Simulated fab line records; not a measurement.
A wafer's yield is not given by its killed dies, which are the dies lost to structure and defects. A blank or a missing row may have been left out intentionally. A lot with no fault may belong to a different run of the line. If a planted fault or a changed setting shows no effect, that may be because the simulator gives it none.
Problem report, 8D (eight disciplines) form, completed by code / flow nand-harc / the parts of the form that need people (team, actions taken, sign-off) are left out

## 1. WHAT WENT WRONG
Mean of mfc-precursor-sccm at NHARC_A_STAIRCASE_DEP_325: 255.2 sccm across 9 wafers in 3 lots; on wafers with no fault it is 200.0 sccm (standard deviation 0.59). That puts it +94 standard deviations away from the usual mean.
The step: deposits SiO2, target thk 7200 nm.
First observed at day 21 12:16: wafer L282.3, on pecvd-02. The record holds 36 wafers of 12 lots with a number at this step. Rule for "out", or "out of limits": more than 4 standard deviations from the usual mean. All remaining wafers that have a number are taken as sound.

## 2. WHAT THIS IS AND IS NOT
question=which readings at this step | is=mfc-precursor-sccm | is not=heater-power-w
question=which lots | is=L282, L283, L286 | is not=L275, L287, L288, L291, L293, L294, L295, L297, L298
question=which wafers of those lots | is=all that have a number | is not=-
question=read on which tools | is=pecvd-02 | is not=pecvd-03, pecvd-04
question=when | is=from day 21 12:16 | is not=up to then (3 sound wafers); but 24 sound wafers of L287, L288, L291, L293, L294, L295, L297, L298 came after

## 3. SUSPECTS, AND WHAT RULES EACH OUT
Counting: a tool at any process step up to the reading remains a suspect when it ran all the lots that are out and ran no sound lot after the first of those.
- pecvd-02 at NHARC_A_STAIRCASE_DEP_325 (deposits SiO2, target thk 7200 nm): ruled out as a lasting fault. The sound lots L291, L293, L295, L297 went through it after L282, its earliest lot that is out (day 21 12:16).
Left after counting: nothing in the record.

## 4. THE CAUSE (what the simulator had put in)
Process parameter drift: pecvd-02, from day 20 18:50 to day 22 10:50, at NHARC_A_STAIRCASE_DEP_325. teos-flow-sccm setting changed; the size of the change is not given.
Counting ruled it out, wrongly.

## 5. SEQUENCE OF EFFECTS, ordered by route
Rows list readings where the struck wafers' mean (over those with a number) sits beyond 3 standard deviations from the usual. Readings are gone through only where the record gives a usual standard deviation; hours: the median, over the lots, of the time from a lot's start at the first step in this table giving one to that lot's start at this step; sigmas: the change measured in usual standard deviations.
hours=0; step=NHARC_A_STAIRCASE_DEP_325; reading=mfc-precursor-sccm; usual=200.0 sccm; on struck wafers=255.2; change=+55.2; sigmas=+94
Its process steps:
- NHARC_A_STAIRCASE_DEP_325: deposits SiO2, target thk 7200 nm.

## 6. HOW IT WOULD HAVE BEEN CAUGHT EARLIER
In this record the first reading out of limits was taken at day 21 12:16, 17 hours after the fault began at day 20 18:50.
